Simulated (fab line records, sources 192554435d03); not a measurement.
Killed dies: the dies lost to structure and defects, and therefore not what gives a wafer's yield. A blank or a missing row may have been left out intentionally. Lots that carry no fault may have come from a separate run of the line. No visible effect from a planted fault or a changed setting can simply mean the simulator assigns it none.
A single fault, viewed from 2 desks :: flow n5_finfet :: only its own numbers are on each desk; what lay behind them is given at the end

THE TOOL OWNER'S DESK: pecvd-03
The tool's own readings at N5_BEOL_M1_ILD_DEP_00 (deposits SiOC from DEMS/O2, target thk 79 nm, time 15.3 s): means of the sampled wafers that have a number, for each lot that ran on this tool. If a lot's mean is further than 4 standard deviations from the usual mean, the lot is out of limits and carries the mark OUT (the distance appears in the brackets).
Columns: A = heater_power_w at N5_BEOL_M1_ILD_DEP_00, usual 499 W; B = showerhead_plenum_p_Torr at N5_BEOL_M1_ILD_DEP_00, usual 5.703 Torr; C = susceptor_temp_C at N5_BEOL_M1_ILD_DEP_00, usual 349.97 C; D = throttle_valve_pct at N5_BEOL_M1_ILD_DEP_00, usual 11.8 %
lot: L107
first seen here: day 6 15:54
A: 466
B: 5.723
C: 350.21
D: 12.7

lot: L109
first seen here: day 7 05:24
A: 537
B: 5.721
C: 349.91
D: 12.8

lot: L112
first seen here: day 8 04:19
A: 507
B: 5.724
C: 350.64
D: 12.0

lot: L115
first seen here: day 8 15:20
A: 398
B: 5.713
C: 350.69
D: 11.2

lot: L126
first seen here: day 11 15:37
A: 538
B: 5.731
C: 349.95
D: 12.8
Finding of this desk: none of the 5 lots has anything out of limits.

AT THE METROLOGY DESK
What the gauges read, lot by lot, whatever tool the lot ran on: means of the sampled wafers that have a number. If a lot's mean is further than 4 standard deviations from the usual mean, the lot is out of limits and carries the mark OUT (the distance appears in the brackets). Readings shown: 7 of its 10, picked as those furthest out on some lot.
Columns: A = DIBL_N at N5_BEOL_M4_RC_MEAS_101, usual 36.3 mV/V; B = DIBL_P at N5_BEOL_M4_RC_MEAS_101, usual 36.0 mV/V; C = IOFF_N at N5_BEOL_M4_RC_MEAS_101, usual 0.16 nA/um; D = IOFF_P at N5_BEOL_M4_RC_MEAS_101, usual 0.22 nA/um; E = SS_N at N5_BEOL_M4_RC_MEAS_101, usual 71.7 mV/dec; F = SS_P at N5_BEOL_M4_RC_MEAS_101, usual 73.3 mV/dec; G = VT_N at N5_BEOL_M4_RC_MEAS_101, usual 250 mV
lot: L105
first seen here: day 8 07:45
A: 36.9
B: 36.9
C: 0.18
D: 0.25
E: 71.5
F: 73.4
G: 249

lot: L106
first seen here: day 8 11:30
A: 36.4
B: 36.4
C: 0.18
D: 0.23
E: 71.4
F: 73.3
G: 249

lot: L107
first seen here: day 8 12:30
A: 34.8
B: 34.5
C: 0.14
D: 0.20
E: 71.5
F: 73.3
G: 248

lot: L108
first seen here: day 8 23:58
A: 37.3
B: 38.2
C: 0.18
D: 0.25
E: 72.1
F: 73.6
G: 247

lot: L109
first seen here: day 9 02:52
A: 40.9
B: 40.1
C: 0.25
D: 0.31
E: 72.2
F: 74.6
G: 242

lot: L112
first seen here: day 9 18:18
A: 36.2
B: 34.6
C: 0.14
D: 0.20
E: 71.4
F: 72.6
G: 252

lot: L115
first seen here: day 10 04:07
A: 37.2
B: 35.8
C: 0.16
D: 0.23
E: 71.7
F: 73.1
G: 252

lot: L122
first seen here: day 13 06:53
A: 36.4
B: 34.3
C: 0.16
D: 0.21
E: 71.2
F: 73.4
G: 251

lot: L126
first seen here: day 14 04:40
A: 38.8
B: 37.5
C: 0.21
D: 0.21
E: 73.0
F: 73.6
G: 250

lot: L127
first seen here: day 14 21:55
A: 35.0
B: 35.5
C: 0.13
D: 0.17
E: 71.3
F: 72.7
G: 253
Finding of this desk: none of the 10 lots has anything out of limits.

ALL TOGETHER
The tool owner's desk saw nothing out of limits.
At the metrology desk, nothing out of limits was observed.

WHAT THE SIMULATOR HAD PUT IN
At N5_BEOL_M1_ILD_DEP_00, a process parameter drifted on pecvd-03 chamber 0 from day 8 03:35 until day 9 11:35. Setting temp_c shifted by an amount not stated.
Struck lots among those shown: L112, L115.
